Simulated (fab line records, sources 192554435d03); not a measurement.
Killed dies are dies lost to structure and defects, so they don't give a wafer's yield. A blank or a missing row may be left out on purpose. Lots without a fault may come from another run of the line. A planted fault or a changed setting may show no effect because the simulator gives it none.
Problem report in the 8D (eight disciplines) form, filled by code | flow n5_finfet | the parts of the form that need people (team, actions taken, sign-off) are left out

1. THE PROBLEM
raw_defect_count at N5_FIN_CUT_INSPECT_10 reads a mean of 294 on 1 wafer of 1 lot; wafers without a fault read 42 with a standard deviation of 11. That is +23 standard deviations from the usual mean.
The step: inspects for defects (brightfield).
First seen on wafer L775.4, day 6 22:02, on defect_inspect-01. The record holds 9 wafers of 3 lots with a number at this step. Rule for "out", or "out of limits": more than 4 standard deviations from the usual mean. The other wafers with a number count as sound.

2. WHAT IT IS AND WHAT IT IS NOT
question                    | is                | is not
which readings at this step | raw_defect_count  | -
which lots                  | L775              | L770, L774
which wafers of those lots  | L775.4            | L775.2, L775.3
read on which gauges        | defect_inspect-01 | defect_inspect-02
when                        | from day 6 22:02  | up to then (8 sound wafers)

3. SUSPECTS, AND WHAT RULES EACH OUT
Counting: a tool at a process step up to the reading stays a suspect if it ran every lot that is out. Sound lots after the first of them don't rule it out here, since some wafers of a struck lot are sound.
- the gauge at N5_FIN_CUT_INSPECT_10: ruled out. All the wafers that are out were read on defect_inspect-01, but those of them that N5_PASSIVATION_PROBE_49 has rows for are out there too, on other tools.
- vapor_etch-02 at N5_FIN_SAQP_RECESS_75 (chemistry HF/NH3, target SiO2, target depth 14.4 nm, afs cycles 3, sublimation time 60 s): kept. It ran the lot that is out, L775 (day 6 16:44); its last sound lot up to then is L770 (day 5 10:42).
- Within vapor_etch-02 at N5_FIN_SAQP_RECESS_75: the wafers that are out ran in chamber 1; their sound lot-mates ran in chamber 0.
Left after counting: vapor_etch-02 at N5_FIN_SAQP_RECESS_75.

4. THE CAUSE (what the simulator had put in)
Chamber particle source: vapor_etch-02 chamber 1, from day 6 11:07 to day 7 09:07, at N5_FIN_SAQP_RECESS_75. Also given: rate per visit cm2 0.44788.
Counting left only this tool.

5. THE CHAIN OF EFFECTS, in route order
Each row: a reading whose mean over the struck wafers that have a number lies more than 3 standard deviations from the usual. Only readings for which the record gives a usual standard deviation are gone through. hours: the time from each lot's start at the first step in this table that gives one to its start at this step, as a median over the lots. sigmas: the change in usual standard deviations.
hours | step                    | reading              | usual  | on struck wafers | change | sigmas
0     | N5_FIN_CUT_INSPECT_10   | raw_defect_count     | 42     | 294              | +252   | +23
1     | N5_FIN_CUT_INSPECT_17   | raw_defect_count     | 228    | 458              | +230   | +3.3
241   | N5_PASSIVATION_PROBE_49 | defect_limited_yield | 91.3 % | 83.3             | -8.0   | -5.7
241   | N5_PASSIVATION_PROBE_49 | killed_at_front_end  | 40     | 151              | +111   | +10
241   | N5_PASSIVATION_PROBE_49 | killed_dies          | 103    | 197              | +94    | +5.9
241   | N5_PASSIVATION_PROBE_49 | sort_bin_5_function  | 5.1 %  | 10.5             | +5.4   | +5.7
241   | N5_PASSIVATION_PROBE_49 | sort_n_pass          | 1077   | 983              | -94    | -5.9
241   | N5_PASSIVATION_PROBE_49 | sort_yield_pct       | 91.3 % | 83.3             | -8.0   | -5.7
The process steps in it:
- N5_PASSIVATION_PROBE_49
Later measuring or inspecting steps at which every struck wafer that the step has a row for has a number for every such reading, and none has moved that far: N5_BEOL_M4_RC_MEAS_101.

6. WHAT WOULD HAVE CAUGHT IT SOONER
In this record the first reading out of limits at a measuring or inspecting step was taken at day 6 22:02, 11 hours after the fault began at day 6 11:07.
Of the tool readings at N5_FIN_SAQP_RECESS_75 for which the record gives a usual standard deviation, none was out on any struck wafer, so an alarm limit of 4 standard deviations on them would not have fired.
All the lots that are out (1) had begun N5_FIN_SAQP_RECESS_75 on vapor_etch-02 by day 6 22:02. A hold on the tool at that time would have spared none of them.
